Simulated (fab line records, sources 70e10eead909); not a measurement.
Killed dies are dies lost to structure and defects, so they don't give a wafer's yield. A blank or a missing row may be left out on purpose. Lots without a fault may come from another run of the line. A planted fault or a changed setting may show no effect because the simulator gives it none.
fab line records | flow nand_harc
record lots=13 wafers=39 last_day=34
route steps=1302 shown P_CONTACT@248 P_M0@274
lots that met no fault: from a run of the same line without faults
start_h: hours from the record's first day to the start of the lot's first wafer shown | wait_h: hours since the lot's step before | " the same as in the row above | L1.1+2: a row that stands for several wafers | - no value, or no start given | * or withheld: withheld | < > ~ a bound
route shown NAME@n: a module of which the file shows steps, and the number in the route of the first | usual: mean/standard deviation of fault-free wafers | same: alike in all rows | chamber/n: place in a boat | sites: the reading at each site | _std_site: their standard deviation | _edge_site: outer sites' mean less inner sites' | radius_mm: how far each site lies from the wafer's centre | mask NAME#n: copy n | behind: the tool/chamber that last shaped the wafer | hold: why the lot was held/for how many hours/how that ended | device: the transistor (n, p or np) that didn't switch | end of line: the same wafers' tests at the end of the route | a step without rows: its recipe alone | killed: dies lost to structure and defects at the first sort, not the wafer's yield | map: a wafer's dies, x killed, . not, _ none there
set.NAME: the setting as run; set.NAME@STEP: as run at that earlier step | model.NAME: the simulator's own value behind a step, which no gauge read
steps of the route over a sample of lots; a table a step, a row a wafer
services: from which hour (start_h, from the record's first day; less than 0 if before it) a tool's chamber was out of use, for how many hours, and why
## steps
# step NHARC_P_CONTACT_CVD_23
# recipe target_thk_a=2000 temp_c=300 pressure_torr=40 wf6_flow_sccm=40 h2_flow_sccm=1600 ar_flow_sccm=1560 time_s=557 material=W
# usual heater_power_w=449/45 mfc_ar_sccm=1559/4.6 throttle_valve_pct=8.05/0.24
# same time_s=557
# columns lot.wafer tool chamber start_h wait_h heater_power_w mfc_ar_sccm throttle_valve_pct
L542.2 cvd_w-02 1 - - 444 1568 7.79
L542.3 " 0 " " 386 1556 8.26
L542.5 " 1 " " 432 1558 7.64
L545.2 cvd_w-01 1 - - 536 1565 8.00
L545.3 " 1 " " 539 1568 7.71
L545.6 " 1 " " 529 1559 7.96
L546.2 cvd_w-01 1 - - 537 1566 7.74
L546.4 " 1 " " 539 1560 7.77
L546.6 " 1 " " 530 1563 8.01
L547.3 cvd_w-02 0 - - 404 1562 8.17
L547.4 " 1 " " 431 1555 8.09
L547.6 " 1 " " 449 1549 7.64
L548.1 cvd_w-02 1 - - 445 1567 7.91
L548.5 " 0 " " 397 1556 8.32
L548.6 " 1 " " 452 1567 7.91
L551.4 cvd_w-01 1 - - 510 1567 8.28
L551.6 " 1 " " 495 1559 8.42
L551.5 " 0 " " 429 1561 7.82
L557.1 cvd_w-01 0 - - 430 1557 7.66
L557.2 " 1 " " 512 1559 8.42
L557.6 " 1 " " 512 1560 8.27
L558.2 cvd_w-01 1 - - 499 1562 8.27
L558.3 " 1 " " 519 1565 8.22
L558.6 " 1 " " 499 1558 8.27
L559.2 cvd_w-01 0 - - 438 1559 7.93
L559.1 " 1 " " 511 1553 8.33
L559.6 " 0 " " 427 1562 7.75
L562.2 cvd_w-01 0 - - 434 1559 7.89
L562.1 " 1 " " 513 1553 8.26
L562.5 " 0 " " 423 1558 7.91
L561.1 cvd_w-01 1 - - 512 1561 8.17
L561.2 " 0 " " 426 1555 7.89
L561.5 " 0 " " 440 1560 7.94
L563.1 cvd_w-01 0 - - 442 1547 7.89
L563.4 " 1 " " 521 1559 8.39
L563.3 " 0 " " 439 1558 8.00
L564.2 cvd_w-02 0 - - 410 1561 8.17
L564.6 " 1 " " 451 1556 8.11
L564.5 " 0 " " 415 1557 8.35
# step NHARC_P_CONTACT_CMP_24
# recipe t_overpolish_s=30 target_thk_nm=200
# usual motor_current_A=11.6/1.1 overpolish_run_s=30.001/0.0088 slurry_filter_dp_kPa=13.51/0.16 time_to_endpoint_s=40.3/2.8
# columns lot.wafer tool chamber start_h wait_h motor_current_A overpolish_run_s slurry_filter_dp_kPa time_to_endpoint_s
L542.3 cmp-01 3 130.84 0.3 10.6 30.016 13.49 37.2
L542.2 " 0 " " 11.2 30.009 13.78 36.9
L542.5 " 3 " " 10.9 30.010 13.38 38.5
L545.3 cmp-04 3 164.09 0.4 11.7 30.012 13.39 44.2
L545.2 " 0 " " 10.1 29.998 13.61 40.1
L545.6 " 3 " " 10.6 29.999 13.44 44.8
L546.2 cmp-01 2 177.05 0.6 12.5 29.992 13.37 44.8
L546.4 " 3 " " 10.8 30.015 13.66 42.9
L546.6 " 0 " " 12.1 29.996 13.30 40.1
L547.3 cmp-02 2 181.29 0.4 10.6 29.993 13.64 45.6
L547.4 " 0 " " 12.5 30.002 13.65 38.3
L547.6 " 3 " " 13.7 30.003 13.63 41.6
L548.1 cmp-04 0 191.14 0.5 10.3 29.993 13.33 35.6
L548.5 " 0 " " 9.7 30.016 13.42 36.4
L548.6 " 1 " " 12.4 29.993 13.52 40.3
L551.4 cmp-04 2 233.13 0.4 10.4 29.995 13.47 40.9
L551.5 " 2 " " 10.8 30.013 13.84 39.2
L551.6 " 3 " " 10.7 30.001 13.23 40.4
L557.2 cmp-04 1 282.89 0.5 12.4 29.986 13.46 38.7
L557.1 " 2 " " 9.7 30.005 13.84 39.6
L557.6 " 3 " " 11.9 30.012 13.62 40.1
L558.3 cmp-01 2 294.26 0.4 12.8 30.015 13.47 42.9
L558.2 " 1 " " 12.2 30.004 13.47 36.8
L558.6 " 3 " " 11.2 30.006 13.41 40.3
L559.1 cmp-04 0 299.18 0.5 10.4 30.007 13.29 34.2
L559.2 " 1 " " 13.0 30.000 13.47 38.5
L559.6 " 3 " " 11.9 30.001 13.68 39.9
L562.1 cmp-04 3 328.32 0.5 11.4 30.002 13.71 43.1
L562.2 " 0 " " 10.6 29.990 13.47 36.9
L562.5 " 0 " " 10.3 30.003 13.66 36.6
L561.1 cmp-04 0 332.27 0.6 10.1 29.996 13.58 35.0
L561.2 " 1 " " 12.8 29.991 13.68 40.8
L561.5 " 0 " " 10.0 30.014 13.53 37.5
L563.1 cmp-04 0 343.14 0.5 10.4 30.003 13.41 41.4
L563.4 " 1 " " 12.6 29.993 13.66 40.8
L563.3 " 2 " " 9.9 29.996 13.52 43.4
L564.2 cmp-02 3 359.23 0.5 13.8 29.989 13.62 39.9
L564.5 " 2 " " 10.2 30.000 13.46 41.8
L564.6 " 3 " " 13.5 30.013 13.48 40.4
# step NHARC_P_M0_PVD_20
# recipe target_thk_a=50 bias_v=168.6 power_w=15000 chamber_pressure_pa=0.12 time_s=8.06 substrate_temp_c=50 material=TaN
# usual bias_v=168.4/1.7 cathode_dc_power_W=15000/2.9 chamber_pressure_pa=0.12001/0.00025 throttle_valve_pct=29.8/1.1 time_s=8.06/0
# columns lot.wafer tool chamber start_h wait_h bias_v cathode_dc_power_W chamber_pressure_pa throttle_valve_pct time_s
L542.3 pvd_sputter-01 - 133.50 0.1 169.9 15002 0.11987 29.9 8.06
L542.2 " - " " 166.7 15002 0.11995 28.5 8.06
L542.5 " - " " 168.0 14998 0.11999 29.0 8.06
L545.2 pvd_sputter-01 - 166.51 - 168.6 15000 0.11973 28.1 8.06
L545.3 " - " " 167.2 15004 0.12012 28.6 8.06
L545.6 " - " " 168.7 15001 0.11974 28.5 8.06
L546.2 pvd_sputter-02 - 179.52 - 169.2 15003 0.1197 30.9 8.06
L546.4 " - " " 170.4 14995 0.12015 29.2 8.06
L546.6 " - " " 170.4 15000 0.11931 31.1 8.06
L547.4 pvd_sputter-02 - 183.94 - 166.5 14996 0.12001 30.4 8.06
L547.3 " - " " 167.6 14999 0.11977 30.6 8.06
L547.6 " - " " 169.3 15001 0.12026 31.0 8.06
L548.1 pvd_sputter-01 - 193.69 - 166.2 15002 0.1201 28.7 8.06
L548.5 " - " " 169.9 15000 0.12001 30.0 8.06
L548.6 " - " " 167.0 15001 0.11985 28.4 8.06
L551.4 pvd_sputter-02 - 235.58 - - - - - -
L551.6 " - " " - - - - -
L551.5 " - " " - - - - -
L557.2 pvd_sputter-01 - 285.55 - 168.9 14995 0.12014 29.3 8.06
L557.1 " - " " 165.2 14997 0.12013 28.7 8.06
L557.6 " - " " 167.8 15003 0.11996 30.4 8.06
L558.3 pvd_sputter-03 - 296.93 - 168.2 15005 0.12005 32.5 8.06
L558.2 " - " " 169.5 15000 0.11956 30.0 8.06
L558.6 " - " " 168.3 14996 0.11977 29.9 8.06
L559.1 pvd_sputter-01 - 301.70 - 167.8 14999 0.12035 28.8 8.06
L559.2 " - " " 169.9 15000 0.11987 29.5 8.06
L559.6 " - " " 167.1 15000 0.12004 28.7 8.06
L562.1 pvd_sputter-03 - 331.02 - 171.9 15003 0.12003 29.6 8.06
L562.2 " - " " 165.9 15002 0.12047 29.8 8.06
L562.5 " - " " 169.9 15001 0.11965 32.3 8.06
L561.1 pvd_sputter-03 - 334.80 - 167.9 14998 0.11993 28.9 8.06
L561.2 " - " " 167.6 15002 0.11953 32.3 8.06
L561.5 " - " " 166.3 14998 0.12018 29.9 8.06
L563.4 pvd_sputter-02 - 345.67 - 167.6 15003 0.12029 31.0 8.06
L563.3 " - " " 170.8 14995 0.11978 29.3 8.06
L563.1 " - " " 164.3 14999 0.11976 30.5 8.06
L564.2 pvd_sputter-02 - 361.77 - 168.6 14999 0.12007 30.9 8.06
L564.5 " - " " 165.5 14999 0.12043 30.7 8.06
L564.6 " - " " 171.5 15001 0.12048 30.7 8.06
# step NHARC_P_M0_ANNEAL_30
# recipe temp_c=225 time_s=90
# usual wafer_temp_C_max=226.30/0.29
# same time_s=90
# columns lot.wafer tool chamber start_h wait_h wafer_temp_C_max
L542.2 rtp_anneal-01 0 134.30 0.3 225.82
L542.3 " 0 " " 225.88
L542.5 " 0 " " 226.18
L545.2 rtp_anneal-01 0 167.19 0.3 226.28
L545.3 " 0 " " 225.76
L545.6 " 0 " " 226.73
L546.2 rtp_anneal-01 0 180.20 0.3 226.18
L546.4 " 0 " " 226.19
L546.6 " 0 " " 226.18
L547.3 rtp_anneal-01 0 184.65 - 226.58
L547.4 " 0 " " 226.15
L547.6 " 0 " " 226.12
L548.1 rtp_anneal-02 0 194.31 0.3 226.17
L548.5 " 0 " " 226.35
L548.6 " 0 " " 226.32
L551.4 rtp_anneal-02 0 236.31 - 226.63
L551.5 " 0 " " 226.73
L551.6 " 0 " " 226.83
L557.1 rtp_anneal-01 0 286.17 - 226.22
L557.2 " 0 " " 226.14
L557.6 " 0 " " 226.22
L558.2 rtp_anneal-02 0 297.61 - 225.81
L558.3 " 0 " " 226.03
L558.6 " 0 " " 226.23
L559.1 rtp_anneal-02 0 302.45 - 225.98
L559.2 " 0 " " 225.86
L559.6 " 0 " " 226.60
L562.1 rtp_anneal-01 0 331.65 - 225.88
L562.2 " 0 " " 226.47
L562.5 " 0 " " 226.21
L561.1 rtp_anneal-02 0 335.41 - 226.29
L561.2 " 0 " " 226.70
L561.5 " 0 " " 226.17
L563.1 rtp_anneal-01 0 346.35 0.4 226.32
L563.3 " 0 " " 226.40
L563.4 " 0 " " 226.37
L564.2 rtp_anneal-02 0 362.43 - 226.41
L564.5 " 0 " " 226.26
L564.6 " 0 " " 226.74
## services
# columns tool chamber start_h hours kind
cmp-04 - 111.25 4.0 pm
cvd_w-01 1 120.31 9.2 repair
pvd_sputter-01 - 145.41 2.1 repair
pvd_sputter-03 - 157.51 3.3 repair
cvd_w-02 0 157.95 8.5 repair
pvd_sputter-03 - 170.00 10.0 pm
cvd_w-01 - 185.06 13.0 pm
cmp-01 - 187.27 4.0 pm
cmp-04 - 208.19 1.5 repair
pvd_sputter-01 - 226.05 10.0 pm
cmp-01 - 232.42 0.3 repair
cmp-04 - 247.24 3.5 repair
cmp-04 - 254.61 2.1 repair
cvd_w-02 - 256.93 0.7 repair
pvd_sputter-01 - 265.42 5.2 repair
cvd_w-02 - 269.00 13.0 pm
cmp-04 - 274.44 0.9 repair
pvd_sputter-02 - 282.03 10.0 pm
cmp-04 - 307.66 4.0 pm
cmp-04 - 323.80 0.8 repair
cmp-04 - 334.05 4.2 repair
pvd_sputter-01 - 334.22 7.3 repair
cmp-04 - 347.09 0.7 repair
cmp-04 - 361.14 3.4 repair
## key
first_sign step=NHARC_P_M0_PVD_20 reading=tool_record direction=missing
effect none on later readings
met_at NHARC_P_M0_PVD_20
struck_lots L551
later_rows_left_out L551.4,L551.5,L551.6
sort_left_out L551.4,L551.5,L551.6
not_acting_at NHARC_P_CONTACT_CVD_23,NHARC_P_CONTACT_CMP_24,NHARC_P_M0_ANNEAL_30
onset_between 183.94 235.58
fault kind=skipped_step_whole tool=pvd_sputter-02,pvd_sputter-03 chamber=- onset_h=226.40 steps=NHARC_P_M0_PVD_20 scope=struck_lots_only
# sort_left_out: the simulated sort isn't trusted on such a fault, so these wafers' sort isn't shown, and their yield isn't known
# later_rows_left_out: the simulator's readings of these wafers behind a module that went badly wrong aren't trusted and aren't shown, but for the sort
